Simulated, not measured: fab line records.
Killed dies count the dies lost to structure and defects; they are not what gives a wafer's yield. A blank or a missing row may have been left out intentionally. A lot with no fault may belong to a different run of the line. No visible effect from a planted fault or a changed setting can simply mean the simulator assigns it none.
Chamber matching | flow n5-finfet | N5_BEOL_M9_STRIP_36 on rie-diel-05: 4 sister chambers
The step strips in N2/H2. 4 wafers are shown with their chamber, then 12 later ones without.

WAFERS, EACH WITH ITS CHAMBER
wafer  | chamber | drypump-motor-current-A (A)
L090.5 | 2       | 5.3
L089.1 | 1       | 6.1
L089.2 | 0       | 5.9
L089.6 | 3       | 6.2

WAFERS WITH NO CHAMBER GIVEN
wafer  | drypump-motor-current-A (A)
L093.1 | 5.3
L093.2 | 6.2
L093.5 | 5.9
L095.1 | 5.9
L095.3 | 5.3
L095.6 | 6.2
L096.2 | 5.3
L096.5 | 5.9
L096.6 | 6.3
L097.1 | 5.9
L097.4 | 5.3
L097.6 | 6.2

EACH ONE'S CHAMBER
wafer  | from the rows above | in truth
L093.1 | 2                   | 2
L093.2 | 3                   | 3
L093.5 | 0                   | 0
L095.1 | 0                   | 0
L095.3 | 2                   | 2
L095.6 | 3                   | 3
L096.2 | 2                   | 2
L096.5 | 0                   | 0
L096.6 | 3                   | 3
L097.1 | 0                   | 0
L097.4 | 2                   | 2
L097.6 | 3                   | 3
Correct placement for 12 of the 12. Left unplaced by these rows: 0. Number placed wrongly: 0.
How it was worked out, from the rows above alone: a wafer's distance from a chamber is the root of the sum, over the readings, of the square of ((its reading less the chamber's mean) divided by the reading's scatter). The wafer belongs to the nearest chamber; if the next one is less than 2 further off, it can't be placed. A chamber's mean is the mean of its shown wafers. The scatter: with one shown wafer a chamber, the root of the mean of the squares of how far each hidden wafer lies from its nearest shown one.
